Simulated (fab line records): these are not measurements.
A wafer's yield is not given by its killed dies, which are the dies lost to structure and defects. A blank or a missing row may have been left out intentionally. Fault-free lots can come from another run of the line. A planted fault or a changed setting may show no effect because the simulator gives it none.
What tool caused it? | flow nand harc | route of 1302 steps, sampled at 1 step: 6 lots, 18 wafers

== WHAT THE GAUGES READ, wafer by wafer ==
NHARC_A_CHANNEL_HOLE_D1_CD_MEAS_30.
lot  | measured     | on        | cd nm (nm)
L954 | day 9 18:11  | cd sem-03 | 91.1 93.0 89.9
L963 | day 13 08:26 | cd sem-03 | 91.1 91.8 93.0
L968 | day 15 13:02 | cd sem-02 | 90.3 90.7 89.8
L970 | day 16 11:16 | cd sem-02 | 89.8 89.2 89.4
L973 | day 17 15:49 | cd sem-03 | 90.2 92.0 89.8
L975 | day 18 18:23 | cd sem-02 | 91.7 91.4 88.8

== WHICH TOOL RAN EACH LOT (tool, then ch and the chambers of the sampled wafers, then the start) ==
There is no process step in the record ahead of these readings.

== THE ANSWER, worked out from the rows above alone ==
Rule: the usual values come from the lots themselves. Put in order of their means at a reading, lots are off if they are a third of the lots or fewer, leave a main group of 4 or more, and stand apart from it by a gap of 3 or more times the standard deviation of the main group's means; of several such gaps the widest counts. A main group whose means are all the same, to the digits that the tables above print for the reading, isn't used. Also off: a lot with no number at a reading for which 4 or more lots have one. Where the step has rows for the other lots, those lots are counted as sound.
None of the lots is off at any reading shown; this tells nothing.

== WHAT THE SIMULATOR HAD INSERTED ==
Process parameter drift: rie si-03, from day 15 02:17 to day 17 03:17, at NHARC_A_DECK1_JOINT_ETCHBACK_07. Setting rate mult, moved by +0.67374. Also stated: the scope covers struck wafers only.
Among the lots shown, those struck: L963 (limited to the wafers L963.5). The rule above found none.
